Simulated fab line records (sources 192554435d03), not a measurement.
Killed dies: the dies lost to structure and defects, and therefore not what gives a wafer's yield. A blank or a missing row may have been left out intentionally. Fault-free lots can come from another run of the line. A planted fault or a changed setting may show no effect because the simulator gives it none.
Chamber matching :: flow n5-finfet :: 4 sister chambers for N5_FIN_SAQP_MANDREL2_REMOVE_60 on rie-si-04
The step chemistry HBr/Cl2/O2, target a-Si, stops on SiNx, bt time 10 s. 14 wafers are shown with their chamber, then 7 later ones without.

WAFERS PAIRED WITH THEIR CHAMBERS
wafer: L075.3
chamber: 3
throttle-valve-pct (%): 36.75
oes-product-au (a.u.): 1.021
bias-w (W): 21.92

wafer: L075.4
chamber: 2
throttle-valve-pct (%): 36.45
oes-product-au (a.u.): 0.997
bias-w (W): 21.90

wafer: L075.5
chamber: 0
throttle-valve-pct (%): 36.67
oes-product-au (a.u.): 1.006
bias-w (W): 22.00

wafer: L076.1
chamber: 3
throttle-valve-pct (%): 36.77
oes-product-au (a.u.): 1.004
bias-w (W): 22.13

wafer: L076.2
chamber: 1
throttle-valve-pct (%): 36.52
oes-product-au (a.u.): 0.999
bias-w (W): 22.02

wafer: L076.4
chamber: 2
throttle-valve-pct (%): 36.48
oes-product-au (a.u.): 1.001
bias-w (W): 21.90

wafer: L079.1
chamber: 3
throttle-valve-pct (%): 36.76
oes-product-au (a.u.): 1.020
bias-w (W): 22.11

wafer: L079.2
chamber: 2
throttle-valve-pct (%): 36.45
oes-product-au (a.u.): 0.995
bias-w (W): 21.99

wafer: L079.6
chamber: 3
throttle-valve-pct (%): 36.76
oes-product-au (a.u.): 1.019
bias-w (W): 22.04

wafer: L083.1
chamber: 3
throttle-valve-pct (%): 36.76
oes-product-au (a.u.): 1.017
bias-w (W): 21.97

wafer: L083.2
chamber: 1
throttle-valve-pct (%): 36.54
oes-product-au (a.u.): 1.004
bias-w (W): 22.06

wafer: L083.6
chamber: 1
throttle-valve-pct (%): 36.52
oes-product-au (a.u.): 1.004
bias-w (W): 22.01

wafer: L087.1
chamber: 3
throttle-valve-pct (%): 36.76
oes-product-au (a.u.): 1.027
bias-w (W): 21.97

wafer: L087.3
chamber: 2
throttle-valve-pct (%): 36.46
oes-product-au (a.u.): 1.003
bias-w (W): 22.02

SIGNATURES, as means of the wafers listed above
reading: throttle-valve-pct
chamber 0: 36.6700
chamber 1: 36.5267
chamber 2: 36.4600
chamber 3: 36.7600
scatter within a chamber: 0.0103

reading: oes-product-au
chamber 0: 1.00600
chamber 1: 1.00233
chamber 2: 0.99900
chamber 3: 1.01800
scatter within a chamber: 0.0059

reading: bias-w
chamber 0: 22.0000
chamber 1: 22.0300
chamber 2: 21.9525
chamber 3: 22.0233
scatter within a chamber: 0.0696
Rule: for a wafer and a chamber, the distance is found by dividing, reading by reading, the gap between the wafer's reading and the chamber's mean by the reading's scatter, squaring, summing and taking the root. If the next closest chamber is less than 2 further off than the closest, the wafer can't be placed; otherwise it belongs to the closest. How the scatter is found: for the shown wafers, subtract from each reading the mean of its chamber, square and add these, divide the total by (wafers less chambers), then take the root.

WAFERS WITHOUT THEIR CHAMBER
wafer: L087.4
throttle-valve-pct (%): 36.70
oes-product-au (a.u.): 1.020
bias-w (W): 21.91

wafer: L092.2
throttle-valve-pct (%): 36.52
oes-product-au (a.u.): 0.999
bias-w (W): 21.95

wafer: L092.3
throttle-valve-pct (%): 36.74
oes-product-au (a.u.): 1.018
bias-w (W): 21.98

wafer: L092.4
throttle-valve-pct (%): 36.45
oes-product-au (a.u.): 0.992
bias-w (W): 22.00

wafer: L093.1
throttle-valve-pct (%): 36.49
oes-product-au (a.u.): 0.995
bias-w (W): 21.98

wafer: L093.2
throttle-valve-pct (%): 36.76
oes-product-au (a.u.): 1.008
bias-w (W): 22.02

wafer: L093.4
throttle-valve-pct (%): 36.52
oes-product-au (a.u.): 1.004
bias-w (W): 22.00

EACH ONE'S CHAMBER
wafer: L087.4
from the rows above: 0
in truth: 0

wafer: L092.2
from the rows above: 1
in truth: 1

wafer: L092.3
from the rows above: 3
in truth: 3

wafer: L092.4
from the rows above: 2
in truth: 2

wafer: L093.1
from the rows above: can't be placed: 2 or 1
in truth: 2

wafer: L093.2
from the rows above: 3
in truth: 3

wafer: L093.4
from the rows above: 1
in truth: 1
Placed correctly: 6 of 7. Cannot be placed on the basis of these rows: 1; the candidates contain the true chamber in 1. Number placed wrongly: 0.
